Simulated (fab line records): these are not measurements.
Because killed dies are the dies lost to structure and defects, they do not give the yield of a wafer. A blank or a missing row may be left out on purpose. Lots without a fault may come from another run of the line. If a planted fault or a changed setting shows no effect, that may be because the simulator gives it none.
Chamber matching | flow nandHarc | NHARC_A_CHANNEL_FILL_D1_ALD_14 on aldHk-02 has 4 sister chambers
The step deposits SiO2, target thk 2.5 nm, pulse time 10 s, ald cycles 25. 8 wafers are shown with their chamber, then 7 later ones without.

== WAFERS PAIRED WITH THEIR CHAMBERS ==
wafer  | chamber | heaterPowerW (W) | precursorPulseHeightRel
L803.3 | 3       | 517              | 0.987
L803.4 | 1       | 475              | 1.021
L804.3 | 2       | 496              | 0.992
L808.1 | 0       | 490              | 1.010
L808.4 | 3       | 520              | 0.999
L808.6 | 0       | 481              | 0.961
L809.2 | 1       | 476              | 0.987
L809.5 | 2       | 484              | 1.004

== WAFERS WITHOUT THEIR CHAMBER ==
wafer  | heaterPowerW (W) | precursorPulseHeightRel
L809.6 | 464              | 1.016
L818.2 | 469              | 0.995
L818.3 | 505              | 1.031
L818.5 | 457              | 0.983
L824.3 | 514              | 1.012
L824.5 | 459              | 0.993
L824.6 | 503              | 1.026

== EACH ONE'S CHAMBER ==
wafer  | from the rows above          | in truth
L809.6 | 1                            | 1
L818.2 | can't be placed: 1 or 0      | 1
L818.3 | can't be placed: 3 or 2 or 0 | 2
L818.5 | can't be placed: 1 or 0      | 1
L824.3 | 3                            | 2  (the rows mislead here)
L824.5 | can't be placed: 1 or 0      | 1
L824.6 | can't be placed: 2 or 3 or 0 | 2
Placed correctly: 1 of 7. Unplaceable from these rows: 5, with the true chamber sitting among the candidates in 5. 1 placed wrongly.
How it was worked out, from the rows above alone: a wafer's distance from a chamber is the root of the sum, over the readings, of the square of ((its reading less the chamber's mean) divided by the reading's scatter). If the next closest chamber is less than 2 further off than the closest, the wafer can't be placed; otherwise it belongs to the closest. The mean given for a chamber averages the wafers shown for that chamber. The scatter: take each reading less its chamber's mean, square it, sum over the shown wafers, divide by the number of wafers less the number of chambers, and take the root.
